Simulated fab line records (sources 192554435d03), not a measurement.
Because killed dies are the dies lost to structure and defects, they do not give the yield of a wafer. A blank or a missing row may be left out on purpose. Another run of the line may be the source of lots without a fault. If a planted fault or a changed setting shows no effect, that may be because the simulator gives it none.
Struck lot and sound lot, side by side + flow n5Finfet + 31 steps out of a route of 1938
Sound: these wafers, L308.2, L308.4, L308.5. Wafers struck: L312.1, L312.4, L312.6. The cause is given at the end.
For every step that has rows: the tool of each side, followed by ch and its chambers, followed by its first start. Under that, the readings that differ: sound wafers + struck wafers + difference of the means + sigmas: that difference in standard deviations of wafers without a fault.
alike: same words and numbers on both sides, and readings whose means sit less than 2 such deviations apart. not compared: any withheld reading, any reading some wafer has no value for, any bound like >300 that may hide the same value, and any number with overlapping values for which the record gives no deviation.
Wherever a step has rows on one side only, a row that says differs or no value, or a row with sigmas, the two part there. Non-overlapping numbers with no deviation appear without sigmas and do not part them. Lack of a reading on every wafer of one side parts them only where that side has two or more wafers.

first, 8 steps without rows for these wafers: N5_FIN_SAQP_HM_OPEN_33 (chemistry CH3F/O2, target SiNx, target depth 49.4 nm, time 70.6 s); N5_FIN_SAQP_ETCH_34 (etches SiO2 in C4F6/O2, target depth 45 nm, time 15 s); N5_FIN_SAQP_STRIP_77 (strips in N2/H2, time 90 s); N5_FIN_SAQP_ETCH_64 (etches SiO2 in CF4, target depth 1.5 nm); N5_FIN_SAQP_FIN_ETCH_36 (etches the open film in HBr/Cl2/O2, target depth 120 nm, time 50.4 s); N5_FIN_SAQP_PRECLEAN_38 (cleans in O3/DIW, time 45 s); N5_FIN_SAQP_PRECLEAN_45 (cleans in dHF, time 10 s); N5_FIN_SAQP_SRD_39 (time 30 s).
N5_FIN_CUT_COAT_18: time 60 s, resist thk 230 nm.
  sound on lithoTrack-04 ch 0, day 5 14:41; struck on lithoTrack-03 ch 0, day 6 16:26
| reading                                 | sound                | struck               | difference | sigmas      |
|-----------------------------------------|----------------------|----------------------|------------|-------------|
| spinSpeedRpm (rpm)                      | 1498.9 1501.3 1501.5 | 1630.0 1631.9 1630.6 | +130.3     | +99 or more |
| model.SOC_of_FIN_CUT_COAT_18.thkNm (nm) | 230.4 230.8 230.6    | 219.6 221.4 219.8    | -10.3      |             |
  alike: resistLineTempC
then, 11 steps without rows for these wafers: N5_FIN_CUT_COAT_19 (time 60 s, resist thk 20 nm); N5_FIN_CUT_COAT_29 (time 60 s, resist thk 10 nm); N5_FIN_CUT_COAT_02 (resist thk 30 nm); N5_FIN_CUT_EBR_04; N5_FIN_CUT_SOFTBAKE_03 (time 60 s); N5_FIN_CUT_EXPOSE_05 (exposes mask FIN CUT); N5_FIN_CUT_PEB_06 (peb time 60 s); N5_FIN_CUT_DEVELOP_07 (develop time 30 s); N5_FIN_CUT_DESCUM_13 (chemistry O2, time 7 s); N5_FIN_CUT_ETCH_30 (etches underlayer in N2/H2, target depth 13 nm, time 10.4 s); N5_FIN_CUT_ETCH_20 (etches SiARC in CF4, target depth 26 nm, time 43.3 s).
N5_FIN_CUT_ETCH_21: etches SOC in N2/H2, target depth 219 nm, overetch 43.8 nm, time 523.5 s.
  sound on rieDiel-03 ch 0,1,2, day 5 15:10; struck on rieDiel-06 ch 2,3, day 6 16:55
| reading                 | sound             | struck            | difference | sigmas |
|-------------------------|-------------------|-------------------|------------|--------|
| model.etch.depthNm (nm) | 230.5 230.8 230.7 | 219.6 221.4 219.9 | -10.4      |        |
  alike: drypumpMotorCurrentA, oesProductAu, rfVppV, showerheadPlenumPTorr, throttleValvePct
  not compared: rfHoursCounterH
then, 7 steps without rows for these wafers: N5_FIN_CUT_STRIP_23 (strips in N2/H2); N5_FIN_CUT_STRIP_31 (strips in N2/H2); N5_FIN_CUT_STRIP_24 (strips in CF4); N5_FIN_CUT_CUT_ETCH_26 (etches SiNx in CH3F/O2, target depth 39 nm, time 55.7 s); N5_FIN_CUT_CUT_ETCH_27 (etches SiO2 in CHF3/O2, target depth 4 nm, overetch 2 nm, time 4.9 s); N5_FIN_CUT_PRECLEAN_35 (cleans in vHF, time 13.3 s); N5_FIN_CUT_CUT_ETCH_15 (etches Si in HBr/Cl2/O2, target depth 100 nm, bt time 10 s, time 42.4 s).
N5_FIN_CUT_CUT_ETCH_28: etches Si in HBr/Cl2/O2, target depth 6 nm, time 2.4 s.
  sound on rieSi-02 ch 0,3, day 5 15:45; struck on rieSi-02 ch 0,3, day 6 17:31
| reading                                 | sound         | struck            | difference | sigmas |
|-----------------------------------------|---------------|-------------------|------------|--------|
| model.SOC_of_FIN_CUT_COAT_18.thkNm (nm) | 167.2 170 168 | 158.8 160.4 158.4 | -9.2       |        |
  alike: drypumpMotorCurrentA, oes_o_777_au, oesProductAu, throttleValvePct
  not compared: rfHoursCounterH
then, 1 step without rows for these wafers: N5_FIN_CUT_STRIP_22 (strips in N2/H2).
-- record jumps: 10 days separate the struck wafers' starts on either side; left off in module FIN_CUT, taken up again in module PASSIVATION, whose first shown step is the route's number 1936 --
N5_PASSIVATION_PROBE_49:
  rows exist in the record for the struck wafers here (prober-01, day 16 23:15), but not for the sound ones

WHERE THEY PART
At N5_FIN_CUT_COAT_18 first; at N5_PASSIVATION_PROBE_49 last (within this record only).

WHY: what had been put in by the simulator
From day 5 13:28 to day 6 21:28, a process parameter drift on lithoTrack-03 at N5_FIN_CUT_COAT_18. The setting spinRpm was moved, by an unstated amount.
